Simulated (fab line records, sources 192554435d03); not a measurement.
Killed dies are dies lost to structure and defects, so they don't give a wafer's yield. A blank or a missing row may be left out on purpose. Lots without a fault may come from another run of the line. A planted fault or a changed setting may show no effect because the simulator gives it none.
Chamber matching | flow n5_finfet | N5_ZERO_LAYER_DESCUM_16 on rie_diel-05: 4 sister chambers
The step chemistry O2, time 7.9 s. 20 wafers are shown with their chamber, then 10 later ones without.

WAFERS WITH THEIR CHAMBER
wafer  | chamber | drypump_motor_current_A (A) | showerhead_plenum_p_Torr (Torr) | throttle_valve_pct (%)
L075.1 | 1       | 6.3                         | 2.14                            | 20.22
L075.2 | 3       | 5.9                         | 2.20                            | 20.66
L075.6 | 1       | 6.3                         | 2.14                            | 20.19
L077.1 | 2       | 5.4                         | 2.17                            | 20.88
L077.4 | 0       | 5.4                         | 2.02                            | 20.36
L077.5 | 1       | 6.2                         | 2.14                            | 20.22
L079.4 | 1       | 6.2                         | 2.14                            | 20.21
L079.5 | 3       | 5.9                         | 2.20                            | 20.66
L079.6 | 2       | 5.4                         | 2.16                            | 20.88
L082.1 | 2       | 5.4                         | 2.16                            | 20.88
L082.2 | 1       | 6.2                         | 2.13                            | 20.24
L082.3 | 3       | 5.9                         | 2.20                            | 20.69
L083.2 | 0       | 5.4                         | 2.02                            | 20.37
L083.4 | 3       | 5.9                         | 2.20                            | 20.66
L083.5 | 2       | 5.4                         | 2.16                            | 20.89
L084.2 | 0       | 5.4                         | 2.02                            | 20.39
L084.4 | 1       | 6.2                         | 2.13                            | 20.23
L084.5 | 0       | 5.4                         | 2.02                            | 20.37
L087.3 | 1       | 6.2                         | 2.13                            | 20.23
L087.5 | 0       | 5.4                         | 2.02                            | 20.40

SIGNATURES (means of the wafers above)
reading                  | chamber 0 | chamber 1 | chamber 2 | chamber 3 | scatter within a chamber
drypump_motor_current_A  | 5.400     | 6.229     | 5.400     | 5.900     | 0.0299
showerhead_plenum_p_Torr | 2.0200    | 2.1357    | 2.1625    | 2.2000    | 0.00392
throttle_valve_pct       | 20.3780   | 20.2200   | 20.8825   | 20.6675   | 0.0146
Rule: a wafer's distance from a chamber is the root of the sum, over the readings, of the square of ((its reading less the chamber's mean) divided by the reading's scatter). The wafer belongs to the nearest chamber; if the next one is less than 2 further off, it can't be placed. The scatter: the root of (the sum of the squares of (reading less its chamber's mean) over the shown wafers, divided by (wafers less chambers)).

WAFERS WITHOUT THEIR CHAMBER
wafer  | drypump_motor_current_A (A) | showerhead_plenum_p_Torr (Torr) | throttle_valve_pct (%)
L087.6 | 6.2                         | 2.13                            | 20.23
L089.1 | 5.9                         | 2.19                            | 20.68
L089.4 | 6.3                         | 2.13                            | 20.25
L089.5 | 5.4                         | 2.02                            | 20.38
L090.2 | 5.4                         | 2.02                            | 20.38
L090.4 | 5.4                         | 2.16                            | 20.90
L090.6 | 5.4                         | 2.16                            | 20.90
L097.2 | 5.4                         | 2.01                            | 20.40
L097.4 | 5.9                         | 2.19                            | 20.71
L097.6 | 5.4                         | 2.01                            | 20.40

WHICH CHAMBER EACH WENT THROUGH
wafer  | from the rows above | in truth
L087.6 | 1                   | 1
L089.1 | 3                   | 3
L089.4 | 1                   | 1
L089.5 | 0                   | 0
L090.2 | 0                   | 0
L090.4 | 2                   | 2
L090.6 | 2                   | 2
L097.2 | 0                   | 0
L097.4 | 3                   | 3
L097.6 | 0                   | 0
Placed correctly: 10 of 10. Can't be placed from these rows: 0. Placed wrongly: 0.
